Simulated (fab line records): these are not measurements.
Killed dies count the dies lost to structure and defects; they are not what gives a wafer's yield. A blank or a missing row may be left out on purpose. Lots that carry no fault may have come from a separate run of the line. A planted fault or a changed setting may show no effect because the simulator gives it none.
Chamber matching | flow n5_finfet | N5_MOL_CONTACT_COAG_ALD_27 on ald_sin-02 has 4 sister chambers
The step deposits SiOC, target thk 17 nm, pulse time 1.5 s, time 2720 s. 8 wafers are shown with their chamber, then 12 later ones without.

== EACH WAFER AND ITS CHAMBER ==
wafer  | chamber | heater_power_w (W) | precursor_pulse_height_rel
L081.4 | 2       | 830                | 1.018
L085.5 | 3       | 897                | 1.007
L087.1 | 3       | 856                | 1.021
L087.2 | 0       | 915                | 0.966
L087.3 | 1       | 834                | 0.988
L088.1 | 2       | 847                | 1.016
L088.4 | 1       | 819                | 0.941
L088.5 | 0       | 912                | 0.986

== WAFERS WHOSE CHAMBER IS MISSING ==
wafer  | heater_power_w (W) | precursor_pulse_height_rel
L089.1 | 897                | 0.988
L089.3 | 821                | 0.975
L089.6 | 909                | 1.015
L092.1 | 832                | 0.975
L092.2 | 872                | 0.981
L092.3 | 915                | 1.031
L097.2 | 940                | 1.020
L097.3 | 838                | 0.997
L097.6 | 846                | 0.966
L096.3 | 851                | 0.979
L096.4 | 855                | 1.003
L096.6 | 920                | 0.979

== THE CHAMBER EACH PASSED THROUGH ==
wafer  | from the rows above               | in truth
L089.1 | can't be placed: 0 or 3           | 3
L089.3 | can't be placed: 1 or 2           | 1
L089.6 | can't be placed: 3 or 0           | 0
L092.1 | can't be placed: 1 or 2           | 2
L092.2 | can't be placed: 3 or 0 or 2 or 1 | 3
L092.3 | can't be placed: 3 or 0           | 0
L097.2 | can't be placed: 0 or 3           | 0
L097.3 | can't be placed: 2 or 1 or 3      | 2
L097.6 | can't be placed: 1 or 2 or 3      | 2
L096.3 | can't be placed: 1 or 2 or 3      | 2
L096.4 | can't be placed: 2 or 3 or 1      | 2
L096.6 | 0                                 | 0
Correct placement for 1 of the 12. Can't be placed from these rows: 11 (the true chamber is among the candidates in 11). 0 placed wrongly.
How it was worked out, from the rows above alone: a wafer's distance from a chamber is the root of the sum, over the readings, of the square of ((its reading less the chamber's mean) divided by the reading's scatter). If the next closest chamber is less than 2 further off than the closest, the wafer can't be placed; otherwise it belongs to the closest. A chamber's mean is the mean of its shown wafers. The scatter is the square root of a quotient: the sum, over the shown wafers, of each reading's squared deviation from its chamber's mean, divided by wafers minus chambers.
